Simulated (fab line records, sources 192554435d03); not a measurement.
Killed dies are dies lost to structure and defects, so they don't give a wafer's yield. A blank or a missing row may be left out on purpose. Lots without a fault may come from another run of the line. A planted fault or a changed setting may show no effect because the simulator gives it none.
Which tool did it? | flow n5_finfet | 24 lots, 72 wafers sampled, at 5 steps of a route of 1938

WHAT THE GAUGES READ, wafer by wafer
N5_BEOL_M5_CD_MEAS_11: target cd 27.74 nm.
lot  | measured     | on        | cd_nm (nm)
L074 | day 8 19:47  | cd_sem-02 | 27.74 28.13 28.02
L077 | day 9 04:22  | cd_sem-01 | 27.85 27.74 27.63
L076 | day 9 06:22  | cd_sem-02 | 27.91 27.92 28.05
L075 | day 9 09:26  | cd_sem-03 | 27.94 27.85 27.84
L079 | day 9 13:22  | cd_sem-02 | 27.77 27.94 28.32
L078 | day 9 13:37  | cd_sem-01 | 28.16 27.78 28.03
L080 | day 10 13:16 | cd_sem-02 | 28.09 27.66 27.78
L081 | day 10 20:22 | cd_sem-03 | 28.02 28.06 28.06
L082 | day 11 17:44 | cd_sem-03 | 28.13 27.59 28.02
L085 | day 11 18:01 | cd_sem-01 | 27.97 27.99 28.08
L084 | day 12 22:26 | cd_sem-03 | 28.15 28.06 28.07
L086 | day 13 05:20 | cd_sem-03 | 27.62 28.25 27.88
L089 | day 13 12:01 | cd_sem-02 | 28.37 28.10 28.18
L083 | day 13 15:28 | cd_sem-03 | 28.03 28.25 28.47
L087 | day 13 20:26 | cd_sem-01 | 28.12 28.21 28.59
L088 | day 14 01:25 | cd_sem-01 | 27.91 28.33 28.15
L090 | day 14 08:10 | cd_sem-01 | 27.40 27.95 27.88
L093 | day 14 20:01 | cd_sem-03 | 28.02 28.17 27.79
L092 | day 14 22:18 | cd_sem-01 | 27.59 28.07 27.84
L094 | day 15 00:49 | cd_sem-02 | 27.83 28.02 27.67
L091 | day 15 01:19 | cd_sem-02 | 28.06 28.36 28.05
L095 | day 15 18:43 | cd_sem-01 | 28.12 28.11 28.46
L097 | day 15 18:33 | cd_sem-01 | 28.12 27.71 28.22
L096 | day 16 02:07 | cd_sem-01 | 27.53 27.74 27.98

N5_BEOL_M5_INSPECT_30: inspects for defects (brightfield).
lot  | measured     | on                | raw_defect_count
L074 | day 8 23:31  | defect_inspect-02 | 321 360 382
L077 | day 9 05:19  | defect_inspect-02 | 671 447 401
L076 | day 9 08:08  | defect_inspect-01 | 376 358 234
L075 | day 9 11:58  | defect_inspect-01 | 441 582 448
L079 | day 9 14:35  | defect_inspect-01 | 442 477 374
L078 | day 9 14:51  | defect_inspect-01 | 514 400 357
L080 | day 10 15:51 | defect_inspect-02 | 632 382 500
L081 | day 10 22:16 | defect_inspect-02 | 280 392 316
L082 | day 11 18:56 | defect_inspect-02 | 474 396 404
L085 | day 11 21:50 | defect_inspect-02 | 449 363 499
L084 | day 13 01:03 | defect_inspect-01 | 255 285 309
L086 | day 13 07:29 | defect_inspect-02 | 563 414 500
L089 | day 13 14:18 | defect_inspect-01 | 401 525 384
L083 | day 13 18:48 | defect_inspect-01 | 428 350 492
L087 | day 14 00:17 | defect_inspect-02 | 618 693 448
L088 | day 14 03:20 | defect_inspect-02 | 335 402 345
L090 | day 14 10:36 | defect_inspect-02 | 386 340 339
L093 | day 14 21:23 | defect_inspect-01 | 327 383 406
L092 | day 14 23:26 | defect_inspect-02 | 462 419 345
L094 | day 15 04:42 | defect_inspect-02 | 562 361 369
L091 | day 15 04:39 | defect_inspect-01 | 270 263 278
L095 | day 15 19:52 | defect_inspect-02 | 321 468 284
L097 | day 15 19:34 | defect_inspect-02 | 301 378 241
L096 | day 16 05:28 | defect_inspect-01 | 377 505 407

WHICH TOOL RAN EACH LOT (tool, then ch and the chambers of the sampled wafers, then the start)
lot  | N5_BEOL_M4_ALD_84                   | N5_BEOL_M4_SPUTTER_94        | N5_BEOL_M4_CO_CAP_55
L074 | ald_metal-04 ch 1,2, day 8 13:46    | pvd_sputter-03, day 8 15:52  | cvd_co-02 ch 1,2, day 8 16:57
L077 | ald_metal-04 ch 2,3, day 8 20:01    | pvd_sputter-03, day 8 23:46  | cvd_co-01 ch 0,1, day 9 00:51
L076 | ald_metal-04 ch 0,2,3, day 9 00:53  | pvd_sputter-02, day 9 02:54  | cvd_co-01 ch 0,1, day 9 03:59
L075 | ald_metal-04 ch 0,1, day 9 01:05    | pvd_sputter-01, day 9 04:52  | cvd_co-02 ch 1,2, day 9 05:58
L079 | ald_metal-01 ch 0,2, day 9 05:47    | pvd_sputter-01, day 9 07:46  | cvd_co-02 ch 0,2, day 9 08:51
L078 | ald_metal-02 ch 0,2, day 9 05:50    | pvd_sputter-01, day 9 09:36  | cvd_co-02 ch 0,1,2, day 9 10:41
L080 | ald_metal-04 ch 0,1,3, day 9 22:59  | pvd_sputter-01, day 10 01:10 | cvd_co-01 ch 0,1,2, day 10 10:15
L081 | ald_metal-04 ch 2,3, day 10 13:16   | pvd_sputter-03, day 10 15:32 | cvd_co-02 ch 0,2, day 10 16:47
L082 | ald_metal-04 ch 1,2, day 11 11:08   | pvd_sputter-01, day 11 13:20 | cvd_co-02 ch 0,2, day 11 14:25
L085 | ald_metal-01 ch 0,1,3, day 11 11:13 | pvd_sputter-03, day 11 13:22 | cvd_co-01 ch 1,2, day 11 14:28
L084 | ald_metal-01 ch 0,1,3, day 12 15:14 | pvd_sputter-02, day 12 17:36 | cvd_co-01 ch 0,2, day 12 18:57
L086 | ald_metal-02 ch 0,2,3, day 12 22:41 | pvd_sputter-01, day 13 00:43 | cvd_co-02 ch 1,2, day 13 01:48
L089 | ald_metal-04 ch 1,2, day 13 05:10   | pvd_sputter-02, day 13 07:20 | cvd_co-01 ch 0,2, day 13 08:25
L083 | ald_metal-04 ch 0,1,2, day 13 08:31 | pvd_sputter-01, day 13 10:41 | cvd_co-02 ch 0,1,2, day 13 11:46
L087 | ald_metal-02 ch 1,2, day 13 11:58   | pvd_sputter-03, day 13 15:37 | cvd_co-02 ch 0,1,2, day 13 16:49
L088 | ald_metal-01 ch 0,2, day 13 16:49   | pvd_sputter-02, day 13 19:11 | cvd_co-02 ch 0,2, day 13 20:17
L090 | ald_metal-02 ch 0,1,2, day 14 01:36 | pvd_sputter-01, day 14 03:41 | cvd_co-02 ch 1,2, day 14 04:46
L093 | ald_metal-04 ch 1,2,3, day 14 14:27 | pvd_sputter-01, day 14 16:38 | cvd_co-01 ch 0,1,2, day 14 17:44
L092 | ald_metal-04 ch 0,1,3, day 14 14:39 | pvd_sputter-01, day 14 18:29 | cvd_co-01 ch 1,2, day 14 19:55
L094 | ald_metal-02 ch 0,2,3, day 14 19:08 | pvd_sputter-02, day 14 21:09 | cvd_co-02 ch 0,2, day 14 22:15
L091 | ald_metal-04 ch 1,2,3, day 14 19:15 | pvd_sputter-03, day 14 21:21 | cvd_co-02 ch 2, day 14 22:36
L095 | ald_metal-04 ch 2,3, day 15 11:48   | pvd_sputter-02, day 15 13:49 | cvd_co-01 ch 0,1,2, day 15 14:56
L097 | ald_metal-01 ch 0,1, day 15 11:52   | pvd_sputter-01, day 15 14:02 | cvd_co-02 ch 0,2, day 15 15:08
L096 | ald_metal-01 ch 0,1,3, day 15 18:39 | pvd_sputter-01, day 15 20:53 | cvd_co-01 ch 0,1,2, day 15 22:05
- N5_BEOL_M4_ALD_84: deposits TaN, pulse time 2 s, purge time 3 s, co reactant purge time 2 s.
- N5_BEOL_M4_SPUTTER_94: material Cu, target thk 4.5 nm, time 8.29 s.
- N5_BEOL_M4_CO_CAP_55: material Co, precursor CCTBA/H2, target thk 2 nm, time 102.1 s.

WHAT THE TOOLS THEMSELVES READ (means of the sampled wafers that have a number; where no wafer has one, the mark that the record gives instead)
N5_BEOL_M4_ALD_84.
lot  | tool         | heater_power_w (W)
L074 | ald_metal-04 | 443
L077 | ald_metal-04 | 383
L076 | ald_metal-04 | 379
L075 | ald_metal-04 | 395
L079 | ald_metal-01 | 445
L078 | ald_metal-02 | 444
L080 | ald_metal-04 | 411
L081 | ald_metal-04 | 389
L082 | ald_metal-04 | 434
L085 | ald_metal-01 | 407
L084 | ald_metal-01 | 410
L086 | ald_metal-02 | 431
L089 | ald_metal-04 | 443
L083 | ald_metal-04 | 421
L087 | ald_metal-02 | 444
L088 | ald_metal-01 | 452
L090 | ald_metal-02 | 448
L093 | ald_metal-04 | 433
L092 | ald_metal-04 | 415
L094 | ald_metal-02 | 430
L091 | ald_metal-04 | 437
L095 | ald_metal-04 | 388
L097 | ald_metal-01 | 389
L096 | ald_metal-01 | 407

N5_BEOL_M4_SPUTTER_94.
lot  | tool           | throttle_valve_pct (%)
L074 | pvd_sputter-03 | 30.1
L077 | pvd_sputter-03 | 31.2
L076 | pvd_sputter-02 | 29.9
L075 | pvd_sputter-01 | 29.6
L079 | pvd_sputter-01 | 29.8
L078 | pvd_sputter-01 | 29.0
L080 | pvd_sputter-01 | 29.8
L081 | pvd_sputter-03 | 31.9
L082 | pvd_sputter-01 | 30.2
L085 | pvd_sputter-03 | 30.7
L084 | pvd_sputter-02 | 30.2
L086 | pvd_sputter-01 | 29.0
L089 | pvd_sputter-02 | 30.4
L083 | pvd_sputter-01 | 28.8
L087 | pvd_sputter-03 | 31.2
L088 | pvd_sputter-02 | 29.9
L090 | pvd_sputter-01 | 29.2
L093 | pvd_sputter-01 | 28.4
L092 | pvd_sputter-01 | 28.8
L094 | pvd_sputter-02 | 29.9
L091 | pvd_sputter-03 | 30.8
L095 | pvd_sputter-02 | 30.4
L097 | pvd_sputter-01 | 29.7
L096 | pvd_sputter-01 | 29.6

N5_BEOL_M4_CO_CAP_55.
lot  | tool      | heater_power_w (W)
L074 | cvd_co-02 | 244
L077 | cvd_co-01 | 220
L076 | cvd_co-01 | 222
L075 | cvd_co-02 | 247
L079 | cvd_co-02 | 215
L078 | cvd_co-02 | 234
L080 | cvd_co-01 | 226
L081 | cvd_co-02 | 214
L082 | cvd_co-02 | 215
L085 | cvd_co-01 | 185
L084 | cvd_co-01 | 233
L086 | cvd_co-02 | 229
L089 | cvd_co-01 | 233
L083 | cvd_co-02 | 234
L087 | cvd_co-02 | 232
L088 | cvd_co-02 | 212
L090 | cvd_co-02 | 227
L093 | cvd_co-01 | 227
L092 | cvd_co-01 | 188
L094 | cvd_co-02 | 215
L091 | cvd_co-02 | 210
L095 | cvd_co-01 | 231
L097 | cvd_co-02 | 216
L096 | cvd_co-01 | 228

THE ANSWER, worked out from the rows above alone
Rule: what is usual is taken from the lots themselves. Put in order of their means at a reading, lots are off if they are a third of the lots or fewer, leave a main group of 4 or more, and stand apart from it by a gap of 3 or more times the standard deviation of the main group's means; of several such gaps the widest counts. A main group whose means are all the same, to the digits that the tables above print for the reading, isn't used. A lot without any number at a reading at which 4 lots or more have one is off too. The other lots that the step has rows for count as sound. The gauges are gone through in route order, then the tools' own readings, and for those a lot's mean is taken as printed above. The first step at which some lot is off is used, and at that step the reading that is off furthest; a lot without a number counts as furthest.
No lot is off at any reading shown: from this, nothing can be told.

WHAT THE SIMULATOR HAD PUT IN
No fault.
